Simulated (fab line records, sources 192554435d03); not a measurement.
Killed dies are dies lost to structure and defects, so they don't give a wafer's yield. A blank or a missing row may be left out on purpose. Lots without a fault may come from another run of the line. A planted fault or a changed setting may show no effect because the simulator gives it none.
Chamber matching | flow n5_finfet | N5_MOL_CONTACT_COAG_CMP_52 on cmp-04: 4 sister chambers
The step polishes, stops on SiO2, t overpolish 1.5 s, target thk 66.5 nm. 22 wafers are shown with their chamber, then 11 later ones without.

WAFERS WITH THEIR CHAMBER
wafer  | chamber | motor_current_A (A) | time_to_endpoint_s (s) | overpolish_run_s (s)
L078.4 | 3       | 11.3                | 9.0                    | 1.515
L078.5 | 0       | 12.1                | 14.4                   | 1.508
L078.6 | 1       | 13.4                | 14.1                   | 1.509
L079.1 | 0       | 11.9                | 11.2                   | 1.532
L079.3 | 3       | 11.0                | 8.2                    | 1.499
L079.4 | 2       | 11.4                | 12.8                   | 1.500
L080.3 | 0       | 12.9                | 14.3                   | 1.518
L080.4 | 2       | 11.9                | 13.1                   | 1.495
L080.5 | 1       | 13.3                | 14.4                   | 1.495
L088.1 | 3       | 11.9                | 6.2                    | 1.487
L088.3 | 1       | 13.2                | 16.4                   | 1.495
L088.5 | 3       | 11.5                | 9.3                    | 1.500
L090.1 | 1       | 13.4                | 14.6                   | 1.502
L090.2 | 2       | 11.3                | 13.1                   | 1.490
L090.6 | 1       | 13.0                | 14.2                   | 1.490
L091.2 | 0       | 13.1                | 12.4                   | 1.502
L091.3 | 3       | 11.2                | 8.3                    | 1.501
L091.4 | 2       | 12.4                | 11.6                   | 1.497
L092.2 | 2       | 11.9                | 13.3                   | 1.504
L092.4 | 1       | 14.3                | 14.1                   | 1.494
L092.6 | 3       | 11.7                | 12.2                   | 1.495
L093.1 | 2       | 12.0                | 13.4                   | 1.505

SIGNATURES (means of the wafers above)
reading            | chamber 0 | chamber 1 | chamber 2 | chamber 3 | scatter within a chamber
motor_current_A    | 12.500    | 13.433    | 11.817    | 11.433    | 0.437
time_to_endpoint_s | 13.075    | 14.633    | 12.883    | 8.867     | 1.34
overpolish_run_s   | 1.51500   | 1.49750   | 1.49850   | 1.49950   | 0.0086
Rule: a wafer's distance from a chamber is the root of the sum, over the readings, of the square of ((its reading less the chamber's mean) divided by the reading's scatter). The wafer belongs to the nearest chamber; if the next one is less than 2 further off, it can't be placed. The scatter: the root of (the sum of the squares of (reading less its chamber's mean) over the shown wafers, divided by (wafers less chambers)).

WAFERS WITHOUT THEIR CHAMBER
wafer  | motor_current_A (A) | time_to_endpoint_s (s) | overpolish_run_s (s)
L093.5 | 11.4                | 10.6                   | 1.493
L093.6 | 11.5                | 13.7                   | 1.506
L094.2 | 13.0                | 15.0                   | 1.517
L094.3 | 11.2                | 8.0                    | 1.515
L094.5 | 11.9                | 13.7                   | 1.499
L095.1 | 11.6                | 7.1                    | 1.497
L095.2 | 12.3                | 13.6                   | 1.490
L095.4 | 13.9                | 16.6                   | 1.506
L097.1 | 13.5                | 16.0                   | 1.525
L097.4 | 11.5                | 8.5                    | 1.493
L097.5 | 11.4                | 10.3                   | 1.493

WHICH CHAMBER EACH WENT THROUGH
wafer  | from the rows above          | in truth
L093.5 | can't be placed: 3 or 2      | 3
L093.6 | can't be placed: 2 or 0      | 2
L094.2 | can't be placed: 0 or 1 or 2 | 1
L094.3 | 3                            | 3
L094.5 | can't be placed: 2 or 0      | 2
L095.1 | 3                            | 3
L095.2 | can't be placed: 2 or 1 or 0 | 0
L095.4 | 1                            | 1
L097.1 | can't be placed: 1 or 0      | 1
L097.4 | 3                            | 3
L097.5 | can't be placed: 3 or 2      | 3
Placed correctly: 4 of 11. Can't be placed from these rows: 7 (the true chamber is among the candidates in 7). Placed wrongly: 0.
